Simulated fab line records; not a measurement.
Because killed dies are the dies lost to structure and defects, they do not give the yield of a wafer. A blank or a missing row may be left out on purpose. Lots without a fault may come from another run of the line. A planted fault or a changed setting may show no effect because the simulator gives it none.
fab line records + flow nandHarc
record:
- lots: 5
- wafers: 15
- lastDay: 23
route steps=1159 shown P_GATE@170
lots with no fault: from the same line, run without faults
startH: hours from the record's opening day to when the first of the lot's shown wafers began + waitH: how many hours have passed since the lot's step before this one + " repeats the value in the row above + L1.1+2: a single row standing in for several wafers + - no value, or no start given + * or withheld: withheld + < > ~ a bound
route shown NAME@n: a module of which the file shows steps, and the number in the route of the first + usual: the fault-free wafers' mean and standard deviation + same: alike in all rows + chamber/n: place in a boat + sites: readings site by site + _std_site: the values' standard deviation + _edge_site: the outer-site mean with the inner-site mean subtracted + radiusMm: for every site, how far away it sits from the centre of the wafer + mask NAME#n: copy n + behind: the most recent tool/chamber to have shaped the wafer + hold: why the lot went on hold/how many hours it stayed there/how the hold came to an end + device: transistor that didn't switch, given as n, p or np + end of line: the same wafers' tests at the end of the route + a step without rows: its recipe alone + killed: not the wafer's yield, but the dies lost to structure and defects at the first sort + map: shows each die of a wafer: x if killed, . if not, _ if none is there
set.NAME: the setting that was run; set.NAME@STEP: the one run at that earlier step + model.NAME: the simulator's own value behind a step, which no gauge read
lots at selected steps of the route; one table per step, one row per wafer
services: from which hour (startH, from the record's first day; less than 0 if before it) a tool's chamber was out of use, for how many hours, and why
== steps ==
step: NHARC_P_GATE_CD_MEAS_46
recipe:
- targetCdNm: 720
- landingEnergyEv: 500
usual:
- cdNm: 720.8/1.4
| lot.wafer | tool     | chamber | startH | waitH | cdNm  |
|-----------|----------|---------|--------|-------|-------|
| L188.1    | cdSem-01 | 0       | 112.55 | -     | 721.0 |
| L188.2    | "        | 0       | "      | "     | 719.4 |
| L188.6    | "        | 0       | "      | "     | 719.6 |
| L201.1    | cdSem-01 | 0       | 194.85 | -     | 722.4 |
| L201.3    | "        | 0       | "      | "     | 718.8 |
| L201.6    | "        | 0       | "      | "     | 721.5 |
| L202.1    | cdSem-03 | 0       | 195.33 | -     | 721.0 |
| L202.4    | "        | 0       | "      | "     | 721.3 |
| L202.5    | "        | 0       | "      | "     | 720.4 |
| L200.1    | cdSem-03 | 0       | 195.68 | -     | 719.5 |
| L200.4    | "        | 0       | "      | "     | 720.8 |
| L200.5    | "        | 0       | "      | "     | 719.5 |
| L203.1    | cdSem-01 | 0       | 201.32 | -     | 721.0 |
| L203.2    | "        | 0       | "      | "     | 719.9 |
| L203.5    | "        | 0       | "      | "     | 721.2 |
step: NHARC_P_GATE_HARDBAKE_47
recipe:
- tempC: 125
- timeS: 80
step: NHARC_P_GATE_DESCUM_48
recipe:
- timeS: 3
- o2FlowSccm: 200
- arFlowSccm: 0
- biasPowerW: 0
- chemistry: O2
usual:
- drypumpMotorCurrentA: 5.8/0.5
- oesProductAu: 0.994/0.011
- rfVppV: 57.8/0.85
- showerheadPlenumPTorr: 1.93/0.09
- throttleValvePct: 11.313/0.0085
| lot.wafer | tool       | chamber | startH | waitH | drypumpMotorCurrentA | oesProductAu | rfHoursCounterH | rfVppV | showerheadPlenumPTorr | throttleValvePct |
|-----------|------------|---------|--------|-------|----------------------|--------------|-----------------|--------|-----------------------|------------------|
| L188.2    | rieDiel-07 | 1       | 112.71 | -     | 5.3                  | 0.985        | 11              | 58.4   | 2.04                  | 11.304           |
| L188.1    | "          | 2       | "      | "     | 5.5                  | 0.997        | 10              | 57.7   | 1.86                  | 11.320           |
| L188.6    | "          | 2       | "      | "     | 5.5                  | 1.010        | -               | 58.9   | 1.86                  | 11.320           |
| L201.1    | rieDiel-07 | 2       | 195.02 | -     | 5.5                  | 1.001        | 26              | 56.5   | 1.86                  | 11.318           |
| L201.3    | "          | 3       | "      | "     | 6.8                  | 0.995        | 25              | 58.3   | 2.02                  | 11.305           |
| L201.6    | "          | 2       | "      | "     | 5.5                  | 1.004        | -               | 57.0   | 1.86                  | 11.323           |
| L202.4    | rieDiel-07 | 2       | 195.79 | -     | 5.5                  | 1.010        | 27              | 58.1   | 1.86                  | 11.314           |
| L202.1    | "          | 3       | "      | "     | 6.8                  | 0.995        | 25              | 59.2   | 2.02                  | 11.313           |
| L202.5    | "          | 3       | "      | "     | 6.7                  | 1.001        | -               | 58.8   | 2.02                  | 11.314           |
| L200.1    | rieDiel-07 | 0       | 195.89 | -     | 5.7                  | 0.976        | 28              | 60.0   | 1.81                  | 11.304           |
| L200.4    | "          | 3       | "      | "     | 6.8                  | 0.981        | 25              | 58.5   | 2.02                  | 11.317           |
| L200.5    | "          | 0       | "      | "     | 5.7                  | 0.972        | -               | 58.5   | 1.81                  | 11.321           |
| L203.2    | rieDiel-07 | 0       | 201.48 | -     | 5.7                  | 0.989        | 29              | 57.7   | 1.81                  | 11.315           |
| L203.1    | "          | 1       | "      | "     | 5.4                  | 0.975        | 29              | 59.4   | 2.04                  | 11.304           |
| L203.5    | "          | 0       | "      | "     | 5.7                  | 0.974        | -               | 56.6   | 1.81                  | 11.308           |
step: NHARC_P_GATE_IMPLANT_49
recipe:
- energyKev: 30
- doseCm2: 3e+15
- tiltDeg: 7
step: NHARC_P_GATE_STRIP_111
recipe:
- powerW: 1500
- tempC: 110
- timeS: 250
- chemistry: N2/H2
usual:
- drypumpMotorCurrentA: 5.4/0.41
- heaterPowerW: 101/7.9
| lot.wafer | tool           | chamber | startH | waitH | drypumpMotorCurrentA | heaterPowerW | rfHoursCounterH |
|-----------|----------------|---------|--------|-------|----------------------|--------------|-----------------|
| L188.2    | plasmaAsher-02 | 1       | 114.48 | 1.6   | 5.2                  | 110          | 36              |
| L188.1    | "              | 0       | "      | "     | 6.1                  | 102          | 36              |
| L188.6    | "              | 0       | "      | "     | 6.1                  | 103          | -               |
| L201.1    | plasmaAsher-01 | 1       | 195.48 | 0.3   | 5.1                  | 88           | 27              |
| L201.3    | "              | 1       | "      | "     | 5.1                  | 88           | -               |
| L201.6    | "              | 0       | "      | "     | 5.4                  | 99           | -               |
| L202.1    | plasmaAsher-01 | 0       | 196.21 | 0.2   | 5.3                  | 104          | 28              |
| L202.4    | "              | 0       | "      | "     | 5.3                  | 101          | -               |
| L202.5    | "              | 1       | "      | "     | 5.1                  | 91           | -               |
| L200.1    | plasmaAsher-02 | 0       | 196.31 | 0.2   | 6.1                  | 98           | 1               |
| L200.4    | "              | 1       | "      | "     | 5.2                  | 111          | -               |
| L200.5    | "              | 1       | "      | "     | 5.3                  | 117          | -               |
| L203.2    | plasmaAsher-02 | 1       | 201.86 | 0.2   | 5.2                  | 114          | 5               |
| L203.1    | "              | 0       | "      | "     | 6.1                  | 99           | 5               |
| L203.5    | "              | 1       | "      | "     | 5.3                  | 114          | -               |
step: NHARC_P_GATE_STRIP_75
recipe:
- powerW: 1500
- tempC: 250
- chemistry: O2
usual:
- drypumpMotorCurrentA: 5.5/0.41
- heaterPowerW: 378/30
| lot.wafer | tool           | chamber | startH | waitH | drypumpMotorCurrentA | heaterPowerW | rfHoursCounterH |
|-----------|----------------|---------|--------|-------|----------------------|--------------|-----------------|
| L188.2    | plasmaAsher-02 | 1       | 114.78 | 0.2   | 5.2                  | 421          | 36              |
| L188.1    | "              | 0       | "      | "     | 6.1                  | 385          | 36              |
| L188.6    | "              | 0       | "      | "     | 6.1                  | 384          | -               |
| L201.1    | plasmaAsher-01 | 1       | 195.75 | 0.2   | 5.1                  | 339          | 28              |
| L201.3    | "              | 1       | "      | "     | 5.1                  | 329          | -               |
| L201.6    | "              | 0       | "      | "     | 5.3                  | 367          | -               |
| L202.1    | plasmaAsher-01 | 0       | 196.47 | 0.2   | 5.3                  | 376          | 28              |
| L202.4    | "              | 0       | "      | "     | 5.3                  | 367          | -               |
| L202.5    | "              | 1       | "      | "     | 5.1                  | 327          | -               |
| L200.1    | plasmaAsher-02 | 0       | 196.57 | 0.2   | 6.1                  | 361          | 1               |
| L200.4    | "              | 1       | "      | "     | 5.2                  | 423          | -               |
| L200.5    | "              | 1       | "      | "     | 5.2                  | 412          | -               |
| L203.2    | plasmaAsher-02 | 1       | 202.16 | 0.3   | 5.2                  | 437          | 5               |
| L203.1    | "              | 0       | "      | "     | 6.2                  | 361          | 5               |
| L203.5    | "              | 1       | "      | "     | 5.2                  | 428          | -               |
step: NHARC_P_GATE_STRIP_50
recipe:
- timeS: 900
- tempC: 130
- chemistry: SPM
step: NHARC_P_GATE_DEHYDRATE_51
recipe:
- tempC: 150
- timeS: 120
step: NHARC_P_GATE_HMDS_52
recipe:
- timeS: 30
step: NHARC_P_GATE_COAT_53
recipe:
- spinRpm: 3000
step: NHARC_P_GATE_SOFTBAKE_54
recipe:
- tempC: 122
- timeS: 95
step: NHARC_P_GATE_EBR_55
step: NHARC_P_GATE_EXPOSE_56
recipe:
- na: 0.6
- targetCdNm: 720
- doseMj: 14.81
- maskId: P_PSD
usual:
- exposureDoseMJCm2: 14.810/0.016
| lot.wafer | tool          | chamber | startH | waitH | mask       | exposureDoseMJCm2 |
|-----------|---------------|---------|--------|-------|------------|-------------------|
| L188.1    | krfScanner-02 | 0       | 115.55 | -     | P_PSD#0    | 14.812            |
| L188.2    | "             | 0       | "      | "     | P_PSD#0    | 14.826            |
| L188.6    | "             | 0       | "      | "     | P_PSD#0    | 14.816            |
| L201.1    | krfScanner-04 | 0       | 196.51 | -     | P_PSD#0    | 14.826            |
| L201.3    | "             | 0       | "      | "     | P_PSD#0    | 14.824            |
| L201.6    | "             | 0       | "      | "     | P_PSD#0    | 14.834            |
| L202.1    | krfScanner-02 | 0       | 197.22 | -     | P_PSD_R1#0 | 14.818            |
| L202.4    | "             | 0       | "      | "     | P_PSD_R1#0 | 14.796            |
| L202.5    | "             | 0       | "      | "     | P_PSD_R1#0 | 14.811            |
| L200.1    | krfScanner-03 | 0       | 197.38 | -     | P_PSD#0    | 14.811            |
| L200.4    | "             | 0       | "      | "     | P_PSD#0    | 14.805            |
| L200.5    | "             | 0       | "      | "     | P_PSD#0    | 14.811            |
| L203.1    | krfScanner-03 | 0       | 202.80 | -     | P_PSD#0    | 14.808            |
| L203.2    | "             | 0       | "      | "     | P_PSD#0    | 14.795            |
| L203.5    | "             | 0       | "      | "     | P_PSD#0    | 14.799            |
step: NHARC_P_GATE_PEB_57
recipe:
- pebTempC: 118
- pebTimeS: 85
step: NHARC_P_GATE_DEVELOP_58
recipe:
- timeS: 70
step: NHARC_P_GATE_CD_MEAS_59
recipe:
- targetCdNm: 720
- landingEnergyEv: 500
usual:
- cdNm: 720.4/1.6
| lot.wafer | tool     | chamber | startH | waitH | cdNm  |
|-----------|----------|---------|--------|-------|-------|
| L188.1    | cdSem-02 | 0       | 115.71 | -     | 722.1 |
| L188.2    | "        | 0       | "      | "     | 718.8 |
| L188.6    | "        | 0       | "      | "     | 720.0 |
| L201.1    | cdSem-02 | 0       | 196.67 | -     | 720.7 |
| L201.3    | "        | 0       | "      | "     | 718.9 |
| L201.6    | "        | 0       | "      | "     | 720.1 |
| L202.1    | cdSem-02 | 0       | 197.38 | -     | 705.7 |
| L202.4    | "        | 0       | "      | "     | 704.2 |
| L202.5    | "        | 0       | "      | "     | 704.3 |
| L200.1    | cdSem-02 | 0       | 197.54 | -     | 717.8 |
| L200.4    | "        | 0       | "      | "     | 719.3 |
| L200.5    | "        | 0       | "      | "     | 718.2 |
| L203.1    | cdSem-01 | 0       | 202.96 | -     | 718.2 |
| L203.2    | "        | 0       | "      | "     | 720.0 |
| L203.5    | "        | 0       | "      | "     | 720.1 |
step: NHARC_P_GATE_HARDBAKE_60
recipe:
- tempC: 125
- timeS: 80
== services ==
| tool           | chamber | startH | hours | kind      |
|----------------|---------|--------|-------|-----------|
| plasmaAsher-01 | -       | 106.08 | 9.0   | pm        |
| rieDiel-07     | 0       | 109.35 | -     | clean     |
| rieDiel-07     | 1       | 109.35 | -     | clean     |
| rieDiel-07     | 2       | 109.35 | -     | clean     |
| rieDiel-07     | 3       | 109.35 | -     | clean     |
| krfScanner-03  | -       | 114.88 | 1.5   | repair    |
| rieDiel-07     | 3       | 123.18 | 6.4   | repair    |
| krfScanner-04  | -       | 125.93 | 16.3  | repair    |
| rieDiel-07     | 0       | 133.85 | -     | clean     |
| rieDiel-07     | 1       | 133.85 | -     | clean     |
| rieDiel-07     | 2       | 133.85 | -     | clean     |
| rieDiel-07     | 3       | 133.85 | -     | clean     |
| rieDiel-07     | 0       | 158.65 | -     | clean     |
| rieDiel-07     | 1       | 158.65 | -     | clean     |
| rieDiel-07     | 2       | 158.65 | -     | clean     |
| rieDiel-07     | 3       | 158.65 | -     | clean     |
| krfScanner-03  | -       | 168.00 | 4.0   | pm        |
| rieDiel-07     | 0       | 183.15 | -     | clean     |
| rieDiel-07     | 1       | 183.15 | -     | clean     |
| plasmaAsher-02 | -       | 183.27 | 9.0   | pm        |
| plasmaAsher-02 | 0       | 183.27 | 9.0   | ventCycle |
| plasmaAsher-02 | 1       | 183.27 | 9.0   | ventCycle |
| plasmaAsher-02 | 0       | 192.27 | -     | clean     |
| plasmaAsher-02 | 1       | 192.27 | -     | clean     |
== key ==
firstSign:
- step: NHARC_P_GATE_EXPOSE_56
- reading: mask
- direction: changed
effect:
- step: NHARC_P_GATE_CD_MEAS_59
- reading: cdNm
- direction: down
- sigmas: 9.8
- usual: 720.4
- struck: 704.7
metAt NHARC_P_GATE_EXPOSE_56
struckWafers L202.1,L202.4,L202.5
testerLeftOut L202
onsetBetween 115.55 197.22
fault:
- kind: wrongMask
- tool: any
- chamber: -
- onsetH: 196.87
- steps: NHARC_P_GATE_EXPOSE_56
- auxCopy: P_PSD_R1#0
- cdOffsetNm: -14.666
- scope: struckLotsOnly
testerLeftOut: of these lots the tester's yield and bins aren't shown, on N5 and GAA mostly nor the transistor test; their killed dies are dies lost to structure and defects alone, not to doping, threshold or leakage, so they don't give the yield
